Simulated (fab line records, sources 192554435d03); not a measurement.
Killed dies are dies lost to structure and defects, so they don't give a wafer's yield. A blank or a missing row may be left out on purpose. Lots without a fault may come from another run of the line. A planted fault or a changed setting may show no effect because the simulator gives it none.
One fault seen from 2 desks | flow n5_finfet | each desk has only its own numbers; what lay behind them comes last

THE METROLOGY DESK
What the gauges read, lot by lot, whatever tool the lot ran on: means of the sampled wafers that have a number. A lot is out of limits, marked OUT, if its mean lies more than 4 standard deviations from the usual mean; the brackets give that distance. Of its 10 readings 7 are shown: those that lie furthest out on some lot.
Columns: A = DIBL_N at N5_BEOL_M4_RC_MEAS_101, usual 36.5 mV/V; B = DIBL_P at N5_BEOL_M4_RC_MEAS_101, usual 36.9 mV/V; C = IOFF_N at N5_BEOL_M4_RC_MEAS_101, usual 0.163 nA/um; D = ION_N at N5_BEOL_M4_RC_MEAS_101, usual 673 uA/um; E = SS_P at N5_BEOL_M4_RC_MEAS_101, usual 73.4 mV/dec; F = VT_N at N5_BEOL_M4_RC_MEAS_101, usual 249.8 mV; G = VT_P at N5_BEOL_M4_RC_MEAS_101, usual -250 mV
lot  | first seen here | A    | B    | C     | D   | E    | F     | G
L479 | day 9 21:16     | 35.2 | 36.5 | 0.160 | 674 | 73.3 | 249.1 | -248
L480 | day 9 23:55     | 35.4 | 37.2 | 0.150 | 666 | 73.3 | 252.3 | -255
L481 | day 10 17:31    | 36.2 | 35.4 | 0.152 | 667 | 72.6 | 250.4 | -248
L486 | day 11 10:42    | 38.2 | 39.1 | 0.203 | 688 | 74.2 | 245.6 | -248
L489 | day 12 16:28    | 38.2 | 39.0 | 0.169 | 675 | 73.8 | 251.5 | -253
This desk's finding: nothing out of limits on any of the 5 lots.

THE TOOL OWNER'S DESK: rie_diel-02
The tool's own readings at N5_DUMMY_GATE_DESCUM_20 (chemistry O2, time 6.2 s): means of the sampled wafers that have a number, for each lot that ran on this tool. A lot is out of limits, marked OUT, if its mean lies more than 4 standard deviations from the usual mean; the brackets give that distance.
Columns: A = drypump_motor_current_A at N5_DUMMY_GATE_DESCUM_20, usual 5.5 A; B = oes_product_au at N5_DUMMY_GATE_DESCUM_20, usual 0.77 a.u.; C = rf_vpp_V at N5_DUMMY_GATE_DESCUM_20, usual 242.6 V; D = showerhead_plenum_p_Torr at N5_DUMMY_GATE_DESCUM_20, usual 2.06 Torr; E = throttle_valve_pct at N5_DUMMY_GATE_DESCUM_20, usual 20.33 %
lot  | first seen here | A   | B    | C     | D    | E
L479 | day 5 03:34     | 5.8 | 0.79 | 243.0 | 2.04 | 20.26
L480 | day 5 07:09     | 6.2 | 0.79 | 242.3 | 2.04 | 20.25
L481 | day 5 12:30     | 5.7 | 0.78 | 241.6 | 2.00 | 20.22
L486 | day 6 18:22     | 5.8 | 0.84 | 244.4 | 2.12 | 20.17
This desk's finding: nothing out of limits on any of the 4 lots.

PUT TOGETHER
The metrology desk saw nothing out of limits.
The tool owner's desk saw nothing out of limits.

WHAT THE SIMULATOR HAD PUT IN
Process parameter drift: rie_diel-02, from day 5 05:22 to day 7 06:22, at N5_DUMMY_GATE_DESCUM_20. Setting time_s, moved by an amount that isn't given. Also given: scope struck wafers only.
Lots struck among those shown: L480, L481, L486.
